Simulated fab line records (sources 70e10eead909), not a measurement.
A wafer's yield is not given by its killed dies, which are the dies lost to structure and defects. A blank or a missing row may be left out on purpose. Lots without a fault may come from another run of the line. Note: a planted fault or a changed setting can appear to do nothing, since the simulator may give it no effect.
Which tool did it? + flow nand-harc + Sampling: 11 lots, 33 wafers, 5 of 1159 route steps

WHAT EACH GAUGE READ, for each wafer
NHARC_P_M1_THK_MEAS_24: measures by xrf.
| lot  | measured     | on            | thk-nm (nm)       |
|------|--------------|---------------|-------------------|
| L490 | day 6 01:36  | film-metro-01 | 157.9 157.8 159.8 |
| L493 | day 6 18:03  | film-metro-02 | 157.5 159.0 158.3 |
| L492 | day 6 18:35  | film-metro-01 | 161.7 159.8 160.0 |
| L494 | day 6 20:24  | film-metro-01 | 159.0 158.5 159.6 |
| L498 | day 8 07:10  | film-metro-01 | 157.2 156.6 156.9 |
| L499 | day 8 12:02  | film-metro-01 | 156.7 160.0 157.2 |
| L502 | day 9 14:53  | film-metro-02 | 158.2 158.4 157.0 |
| L504 | day 9 22:22  | film-metro-01 | 156.7 157.2 157.3 |
| L511 | day 11 08:17 | film-metro-02 | 406.5 408.2 397.1 |
| L512 | day 11 09:22 | film-metro-01 | 394.1 393.1 396.3 |
| L513 | day 11 19:26 | film-metro-01 | 157.9 157.3 157.7 |

TOOL THAT RAN EACH LOT (tool first, then ch and the chambers of the sampled wafers, then the start)
| lot  | NHARC_P_M0_ANNEAL_30             | NHARC_P_M1_ETCH_15                            | NHARC_P_M1_ANNEAL_31             | NHARC_P_M1_CMP_23             |
|------|----------------------------------|-----------------------------------------------|----------------------------------|-------------------------------|
| L490 | rtp-anneal-01 ch 0, day 5 19:55  | rie-diel-03 ch 0,1,2, day 6 00:55 or earlier  | rtp-anneal-02 ch 0, day 6 00:55  | cmp-01 ch 0,1,3, day 6 01:19  |
| L493 | rtp-anneal-01 ch 0, day 6 13:12  | rie-diel-03 ch 1,3, day 6 17:27 or earlier    | rtp-anneal-02 ch 0, day 6 17:27  | cmp-03 ch 0,1,2, day 6 17:46  |
| L492 | rtp-anneal-01 ch 0, day 6 13:36  | rie-diel-03 ch 0,3, day 6 17:59 or earlier    | rtp-anneal-01 ch 0, day 6 17:59  | cmp-01 ch 0,1, day 6 18:17    |
| L494 | rtp-anneal-01 ch 0, day 6 15:32  | rie-diel-11 ch 1,2,3, day 6 19:44 or earlier  | rtp-anneal-01 ch 0, day 6 19:44  | cmp-01 ch 0,1,3, day 6 20:05  |
| L498 | rtp-anneal-01 ch 0, day 8 02:23  | rie-diel-03 ch 0,1,3, day 8 06:33 or earlier  | rtp-anneal-02 ch 0, day 8 06:33  | cmp-02 ch 0,1,3, day 8 06:52  |
| L499 | rtp-anneal-02 ch 0, day 8 07:14  | rie-diel-03 ch 0,1,2, day 8 11:23 or earlier  | rtp-anneal-01 ch 0, day 8 11:23  | cmp-02 ch 0,1,3, day 8 11:44  |
| L502 | rtp-anneal-01 ch 0, day 9 10:12  | rie-diel-10 ch 0,3, day 9 14:14 or earlier    | rtp-anneal-02 ch 0, day 9 14:14  | cmp-02 ch 1,3, day 9 14:37    |
| L504 | rtp-anneal-01 ch 0, day 9 17:33  | rie-diel-11 ch 0,1,3, day 9 21:43 or earlier  | rtp-anneal-01 ch 0, day 9 21:43  | cmp-03 ch 0,3, day 9 22:04    |
| L511 | rtp-anneal-01 ch 0, day 11 03:23 | rie-diel-10 ch 1,2,3, day 11 07:37 or earlier | rtp-anneal-01 ch 0, day 11 07:37 | cmp-01 ch 0,2,3, day 11 07:58 |
| L512 | rtp-anneal-02 ch 0, day 11 04:16 | rie-diel-10 ch 1,2,3, day 11 08:43 or earlier | rtp-anneal-01 ch 0, day 11 08:43 | cmp-03 ch 0,1,3, day 11 09:07 |
| L513 | rtp-anneal-02 ch 0, day 11 14:02 | rie-diel-03 ch 1,3, day 11 18:49 or earlier   | rtp-anneal-02 ch 0, day 11 18:49 | cmp-02 ch 0,3, day 11 19:07   |
- NHARC_P_M0_ANNEAL_30: time 90 s.
- NHARC_P_M1_ETCH_15: etches the open film in C4F8/Ar, target depth 182.5 nm, time 91.2 s.
- NHARC_P_M1_ANNEAL_31: time 90 s.
- NHARC_P_M1_CMP_23: polishes, t overpolish 20 s, target thk 157.82 nm.

THE ANSWER, worked out from the rows above alone
Rule: usual is defined by the lots themselves. The widest of any qualifying gaps counts: lots, ordered by their means at a reading, are off when they make up no more than a third of the lots, leave a main group of 4 or more, and stand apart from it by 3 or more times the standard deviation of that group's means. If all means in a main group match to the digits the tables above print for the reading, that group is not used. A lot without any number at a reading at which 4 lots or more have one is off too. Where the step has rows for the other lots, those lots are counted as sound.
Off, at NHARC_P_M1_THK_MEAS_24 on thk-nm: L511, L512. Main group: mean 158.2 nm, sd 1.
If a tool, at a process step before that reading, ran all the lots that are off and no sound lot after the first of them, it fits. Those tools and the gauges at NHARC_P_M1_THK_MEAS_24 are tried in the same way. Because NHARC_P_M1_ETCH_15 lacks a start for some lots, the hours and order of its lots are taken from NHARC_P_M1_ANNEAL_31. Can't be told from this: 2 tools fit, rie-diel-10 at NHARC_P_M1_ETCH_15, rtp-anneal-01 at NHARC_P_M1_ANNEAL_31.

WHAT WAS PUT IN BY THE SIMULATOR
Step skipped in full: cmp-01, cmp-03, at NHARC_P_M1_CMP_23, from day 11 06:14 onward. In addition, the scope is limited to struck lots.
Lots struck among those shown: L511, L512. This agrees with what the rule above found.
